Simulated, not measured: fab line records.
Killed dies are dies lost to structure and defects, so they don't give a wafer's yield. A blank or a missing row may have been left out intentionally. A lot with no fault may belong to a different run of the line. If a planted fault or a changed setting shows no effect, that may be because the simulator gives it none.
Matching of chambers ; flow n5_finfet ; 4 sister chambers for N5_BEOL_M12_CMP_49 on cmp-02
The step polishes, stops on SiOC, t overpolish 20.6 s, target thk 320 nm. 8 wafers are shown with their chamber, then 8 later ones without.

EACH WAFER AND ITS CHAMBER
wafer;chamber;motor_current_A (A);clearing_platen_down_force_psi (psi)
L078.5;1;6.2;1.498
L078.6;2;6.9;1.506
L079.3;2;6.4;1.501
L088.4;1;6.3;1.500
L091.1;3;7.5;1.499
L091.5;3;7.3;1.502
L091.6;0;6.8;1.499
L093.1;0;6.8;1.497

WAFERS MISSING THEIR CHAMBER
wafer;motor_current_A (A);clearing_platen_down_force_psi (psi)
L093.4;6.3;1.506
L093.6;6.5;1.504
L094.2;7.9;1.501
L094.4;6.6;1.503
L094.5;6.7;1.500
L092.1;7.4;1.499
L092.3;6.6;1.499
L092.4;6.4;1.496

WHICH CHAMBER EACH ONE RAN IN
wafer;from the rows above;in truth
L093.4;can't be placed: 2 or 1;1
L093.6;can't be placed: 2 or 1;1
L094.2;3;3
L094.4;2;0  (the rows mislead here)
L094.5;can't be placed: 0 or 2 or 1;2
L092.1;3;3
L092.3;can't be placed: 0 or 1 or 2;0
L092.4;can't be placed: 1 or 0 or 2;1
Correctly placed: 2 of 8. Cannot be placed on the basis of these rows: 5; the candidates contain the true chamber in 5. Number placed wrongly: 1.
How it was worked out, from the rows above alone: a wafer's distance from a chamber is the root of the sum, over the readings, of the square of ((its reading less the chamber's mean) divided by the reading's scatter). The wafer belongs to the nearest chamber; if the next one is less than 2 further off, it can't be placed. Each chamber's mean is taken over the wafers shown for it. The scatter is the square root of a quotient: the sum, over the shown wafers, of each reading's squared deviation from its chamber's mean, divided by wafers minus chambers.
